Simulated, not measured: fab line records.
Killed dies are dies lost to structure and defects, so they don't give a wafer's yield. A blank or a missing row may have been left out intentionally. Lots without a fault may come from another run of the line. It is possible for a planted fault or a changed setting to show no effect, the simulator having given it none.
Chamber matching    flow n5-finfet    N5_BEOL_M3_CO_CAP_55 on cvd-co-01: 3 sister chambers
The step material Co, precursor CCTBA/H2, target thk 2 nm, time 102.1 s. 3 wafers are shown with their chamber, then 11 later ones without.

== EACH WAFER AND ITS CHAMBER ==
wafer   chamber  heater-power-w (W)
L089.2  0        219
L094.5  2        218
L092.1  1        210

== WAFERS MISSING THEIR CHAMBER ==
wafer   heater-power-w (W)
L092.2  223
L092.3  219
L092.4  219
L092.5  211
L092.6  216
L095.2  219
L095.4  224
L095.5  220
L097.1  225
L097.2  214
L097.3  224

== WHICH CHAMBER EACH ONE RAN IN ==
wafer   from the rows above           in truth
L092.2  can't be placed: 0 or 2       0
L092.3  can't be placed: 0 or 2       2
L092.4  can't be placed: 0 or 2       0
L092.5  can't be placed: 1 or 2       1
L092.6  can't be placed: 2 or 0 or 1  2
L095.2  can't be placed: 0 or 2       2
L095.4  can't be placed: 0 or 2       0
L095.5  can't be placed: 0 or 2       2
L097.1  can't be placed: 0 or 2       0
L097.2  can't be placed: 1 or 2 or 0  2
L097.3  can't be placed: 0 or 2       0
Correct placement for 0 of the 11. Not placeable from these rows: 11 (in 11, the candidates include the true chamber). Placed wrongly: 0.
How it was worked out, from the rows above alone: a wafer's distance from a chamber is the root of the sum, over the readings, of the square of ((its reading less the chamber's mean) divided by the reading's scatter). The wafer belongs to the nearest chamber; if the next one is less than 2 further off, it can't be placed. The mean given for a chamber averages the wafers shown for that chamber. The scatter (one wafer shown for each chamber): square how far every hidden wafer sits from the nearest shown wafer, average those squares and take the square root.
